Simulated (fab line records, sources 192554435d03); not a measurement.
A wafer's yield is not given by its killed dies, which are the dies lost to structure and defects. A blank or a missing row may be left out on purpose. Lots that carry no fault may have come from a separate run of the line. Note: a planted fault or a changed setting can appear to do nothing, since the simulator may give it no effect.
Comparing a struck lot with a sound one	flow n5 finfet	16 out of 1938 route steps
Sound: these wafers, L201.1, L201.2, L201.4. Wafers L192.1, L192.5, L192.6 were the ones struck. The cause comes at the end.
Per side, at each step with rows, come the tool, then ch with its chambers, and then its first start. Under that, the readings that differ: sound wafers	struck wafers	difference of the means	sigmas: that difference in standard deviations of wafers without a fault.
alike: words and numbers the same on both sides, and readings whose means are apart by under 2 such deviations; not compared: readings that were withheld, readings missing a value for some wafer, numbers with overlapping values and no deviation given by the record, and bounds like >300 which may hide the same value.
A row with sigmas, a row that says differs or no value, or rows on one side alone: a step with any of these is where the two part. Numbers that don't overlap but have no deviation are shown without sigmas and don't part them. A reading that every wafer of one side lacks parts them only if that side has two wafers or more.

N5_DUMMY_GATE_ETCH_23: etches poly-Si in HBr/Cl2/O2, target depth 41 nm, time 22.3 s.
  sound on rie si-05 ch 1,2,3, day 6 20:08; struck on rie si-05 ch 1,2,3, day 4 09:59
  alike: bias w, drypump motor current A, oes product au, throttle valve pct
  not compared: rf hours counter h
N5_DUMMY_GATE_ETCH_44: etches poly-Si in HBr/O2, stops on SiO2, target depth 127.5 nm.
  sound on rie si-05 ch 1,2,3, day 6 20:11; struck on rie si-05 ch 1,2,3, day 4 10:02
  alike: bias w, drypump motor current A, oes product au, throttle valve pct
  not compared: rf hours counter h
N5_DUMMY_GATE_CD_MEAS_24: the cd target is 15 nm.
  sound on cd sem-02, day 6 20:18; struck on cd sem-02, day 4 10:09
  alike: cd nm
N5_DUMMY_GATE_ETCH_42: etches SiO2 in CHF3/O2, target depth 3.5 nm, time 31 s.
  sound on rie diel-06 ch 0,3, day 6 20:21; struck on rie diel-05 ch 2,3, day 4 10:12
reading	sound	struck	difference	sigmas
oes product au (a.u.)	0.76 0.85 0.84	0.73 0.72 0.65	-0.12	-2
  alike: bias w, drypump motor current A, rf vpp V, showerhead plenum p Torr, throttle valve pct
  not compared: rf hours counter h
then, 6 steps without rows for these wafers: N5_DUMMY_GATE_STRIP_48 (strips in N2/H2, time 20 s); N5_DUMMY_GATE_PRECLEAN_33 (cleans in dHF, time 10 s); N5_DUMMY_GATE_PRECLEAN_25 (cleans in O3/DIW, time 45 s); N5_DUMMY_GATE_PRECLEAN_51 (cleans in SC2, time 45 s); N5_DUMMY_GATE_SRD_26 (time 30 s); N5_DUMMY_GATE_UV_OZONE_45 (time 120 s).
N5_DUMMY_GATE_INSPECT_27: inspects for defects (brightfield).
  sound on defect inspect-02, day 6 20:35; struck on defect inspect-02, day 4 10:26
  alike: raw defect count
N5_SPACER0_ALD_07: deposits SiNx, target thk 2 nm.
  sound on ald sin-03 ch 0,1,2, day 6 20:43; struck on ald sin-02 ch 2,3, day 4 10:33
  alike: chamber pressure Torr, heater power outer w, heater power w
N5_SPACER0_ALD_00: deposits SiOCN, target thk 3.5 nm, pulse time 3 s, purge time 2 s.
  sound on ald sin-03 ch 0,1,2, day 6 20:52; struck on ald sin-02 ch 2,3, day 4 10:42
  no value came back on the struck wafers for ald cycles, chamber pressure Torr (Torr), heater power w (W), precursor pulse height rel; on the sound wafers ald cycles reads 58 58 58
N5_SPACER0_ALD_08: deposits SiNx, target thk 2 nm.
  sound on ald sin-03 ch 0,1,2, day 6 21:08; struck on ald sin-02 ch 2,3, day 4 10:58
  alike: chamber pressure Torr, heater power outer w, heater power w
N5_BEOL_M4_RC_MEAS_101:
  the record has rows for the sound wafers here (prober-01 ch 0, day 13 14:22) and none for the struck ones
-- record jumps: 8 days separate the struck wafers' starts on either side; left off in module BEOL_M4, taken up again in module PASSIVATION, whose first shown step is the route's number 1936 --
N5_PASSIVATION_PROBE_49:
  sound on prober-02, day 18 17:04; struck on prober-02, day 12 15:34
reading	sound	struck	difference	sigmas
defect limited yield (%)	91.0 87.5 92.2	0 0 0	-90	-60
killed at front end	48 84 54	1109 1112 1114	+1050	+81
killed dies	106 148 92	1180 1180 1180	+1065	+59
killed on rim	14 21 11	152 152 152	+137	+33
sort_bin_5_function (%)	5.5 6.9 4.5	96.0 96.8 96.0	+90.6	+93
sort n pass	1074 1032 1088	0 0 0	-1065	-59
sort yield pct (%)	91.0 87.5 92.2	0 0 0	-90	-60
  alike: killed_at_M0_to_M3, killed_at_M4_up, killed at contacts, killed at other, killed open, killed short, sort_bin_6_memory

== WHERE THEY PART ==
Last at N5_PASSIVATION_PROBE_49 as far as this record goes, first at N5_DUMMY_GATE_ETCH_42.

WHY: what the simulator had put in
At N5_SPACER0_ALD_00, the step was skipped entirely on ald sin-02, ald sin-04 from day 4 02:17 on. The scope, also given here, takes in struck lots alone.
